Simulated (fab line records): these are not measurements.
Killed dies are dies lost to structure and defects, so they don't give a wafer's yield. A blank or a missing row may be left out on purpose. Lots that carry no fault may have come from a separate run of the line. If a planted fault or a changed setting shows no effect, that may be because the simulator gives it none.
Chamber matching -- flow n5Finfet -- N5_BEOL_M13_VIA_ETCH_16 on rieDiel-05 has 4 sister chambers
The step etches SiOC in C4F8/O2/Ar, target depth 921.7 nm. 4 wafers are shown with their chamber, then 9 later ones without.

## WAFERS, EACH WITH ITS CHAMBER
wafer,chamber,drypumpMotorCurrentA (A)
L089.3,3,5.77
L093.1,2,5.67
L093.3,1,5.18
L093.5,0,5.80

## WAFERS WHOSE CHAMBER IS MISSING
wafer,drypumpMotorCurrentA (A)
L090.1,5.21
L090.2,5.77
L090.4,5.80
L094.1,5.77
L094.2,5.76
L094.5,5.78
L097.1,5.76
L097.3,5.18
L097.5,5.77

## EACH ONE'S CHAMBER
wafer,from the rows above,in truth
L090.1,1,1
L090.2,3,3
L090.4,0,0
L094.1,3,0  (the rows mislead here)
L094.2,3,3
L094.5,can't be placed: 3 or 0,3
L097.1,3,3
L097.3,1,1
L097.5,3,3
7 of 9 placed correctly. Unplaceable from these rows: 1, with the true chamber sitting among the candidates in 1. Placed wrongly: 1.
How it was worked out, from the rows above alone: a wafer's distance from a chamber is the root of the sum, over the readings, of the square of ((its reading less the chamber's mean) divided by the reading's scatter). If the next closest chamber is less than 2 further off than the closest, the wafer can't be placed; otherwise it belongs to the closest. For every chamber, the mean is computed from those of its wafers that are shown. The scatter: with one shown wafer a chamber, the root of the mean of the squares of how far each hidden wafer lies from its nearest shown one.
